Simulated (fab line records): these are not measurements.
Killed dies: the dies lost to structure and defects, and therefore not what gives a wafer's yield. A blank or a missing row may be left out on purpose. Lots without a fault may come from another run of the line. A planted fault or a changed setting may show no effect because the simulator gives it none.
The same fault as seen by 2 desks :: flow n5-finfet :: each desk has only its own numbers; what lay behind them comes last

== AT THE METROLOGY DESK ==
Means of the sampled wafers that have a number, per lot and without regard to the tool the lot ran on: this is what the gauges read. The brackets show how far a lot's mean lies from the usual mean; more than 4 standard deviations puts the lot out of limits, marked OUT. It has 11 readings; the 7 that lie furthest out on some lot are the ones shown.
Columns: A = DIBL_P at N5_BEOL_M4_RC_MEAS_101, usual 35.6 mV/V; B = IOFF_N at N5_BEOL_M4_RC_MEAS_101, usual 0.148 nA/um; C = IOFF_P at N5_BEOL_M4_RC_MEAS_101, usual 0.20 nA/um; D = ION_P at N5_BEOL_M4_RC_MEAS_101, usual 462 uA/um; E = SS_N at N5_BEOL_M4_RC_MEAS_101, usual 71.2 mV/dec; F = VT_N at N5_BEOL_M4_RC_MEAS_101, usual 251 mV; G = VT_P at N5_BEOL_M4_RC_MEAS_101, usual -251 mV
lot: L116
first seen here: day 4 14:58
A: 37.6
B: 0.151
C: 0.21
D: 459
E: 71.1
F: 251
G: -248

lot: L119
first seen here: day 5 04:57
A: 37.9
B: 0.159
C: 0.19
D: 463
E: 71.3
F: 251
G: -255

lot: L124
first seen here: day 6 10:07
A: 34.9
B: 0.131
C: 0.20
D: 464
E: 70.7
F: 252
G: -248

lot: L128
first seen here: day 7 11:22
A: 36.9
B: 0.199
C: 0.28
D: 465
E: 72.7
F: 248
G: -244

lot: L131
first seen here: day 8 03:26
A: 34.9
B: 0.139
C: 0.18
D: 458
E: 71.2
F: 253
G: -254

lot: L132
first seen here: day 8 08:30
A: 36.5
B: 0.115
C: 0.15
D: 442
E: 70.6
F: 260
G: -257

lot: L136
first seen here: day 9 09:06
A: 40.2
B: 0.188
C: 0.25
D: 466
E: 71.9
F: 247
G: -248

lot: L137
first seen here: day 9 16:34
A: 35.2
B: 0.161
C: 0.20
D: 468
E: 71.3
F: 250
G: -248

lot: L138
first seen here: day 9 20:35
A: 35.0
B: 0.157
C: 0.20
D: 470
E: 70.7
F: 247
G: -248
This desk's finding: nothing out of limits on any of the 9 lots.

== DESK OF THE TOOL OWNER: rie-diel-06 ==
The tool's own readings at N5_HKMG_FIN_ETCH_32 (etches SOC in N2/H2, target depth 240 nm, time 300 s): means of the sampled wafers that have a number, for each lot that ran on this tool. The brackets show how far a lot's mean lies from the usual mean; more than 4 standard deviations puts the lot out of limits, marked OUT.
Columns: A = drypump-motor-current-A at N5_HKMG_FIN_ETCH_32, usual 5.6 A; B = h2-flow-sccm at N5_HKMG_FIN_ETCH_32, usual 200.0 sccm; C = oes-product-au at N5_HKMG_FIN_ETCH_32, usual 0.78 a.u.; D = rf-fwd-power-W at N5_HKMG_FIN_ETCH_32, usual 838.2 W; E = rf-vpp-V at N5_HKMG_FIN_ETCH_32, usual 523.4 V; F = showerhead-plenum-p-Torr at N5_HKMG_FIN_ETCH_32, usual 2.52 Torr; G = throttle-valve-pct at N5_HKMG_FIN_ETCH_32, usual 17.80 %
lot: L119
first seen here: day 5 05:08
A: 5.3
B: 199.9
C: 0.73
D: 836.3
E: 522.9
F: 2.53
G: 17.73

lot: L124
first seen here: day 6 10:17
A: 5.6
B: 199.9
C: 0.75
D: 835.3
E: 523.8
F: 2.53
G: 17.71

lot: L128
first seen here: day 7 11:32
A: 5.5
B: 200.2
C: 0.74
D: 838.9
E: 523.2
F: 2.49
G: 17.56

lot: L131
first seen here: day 8 03:55
A: 5.7
B: 199.8
C: 0.81
D: 1039.0 (+77) OUT
E: 487.2 (-17) OUT
F: 2.52
G: 17.74

lot: L132
first seen here: day 8 08:41
A: 6.1
B: 199.9
C: 0.83
D: 1039.6 (+77) OUT
E: 485.5 (-18) OUT
F: 2.45
G: 17.67
This desk's finding: out of limits on L131, L132; first on L131, day 8 03:55 (rf-fwd-power-W at N5_HKMG_FIN_ETCH_32). L119, L124, L128: within limits.

== PUT TOGETHER ==
On L131, L132, at day 8 03:55, an alarm was possible from the tool owner's desk.
Nothing out of limits was seen by the metrology desk.
The metrology desk has L131, L132 on record, within its limits.
N5_HKMG_FIN_ETCH_32 was run on rie-diel-06 by each of the lots named.

== WHAT WAS PUT IN BY THE SIMULATOR ==
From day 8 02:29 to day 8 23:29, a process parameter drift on rie-diel-06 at N5_HKMG_FIN_ETCH_32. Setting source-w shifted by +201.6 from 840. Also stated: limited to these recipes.
Struck lots among those shown: L131, L132.
Each desk's first reading out of limits, in hours after the fault started: the tool owner's desk, 1.
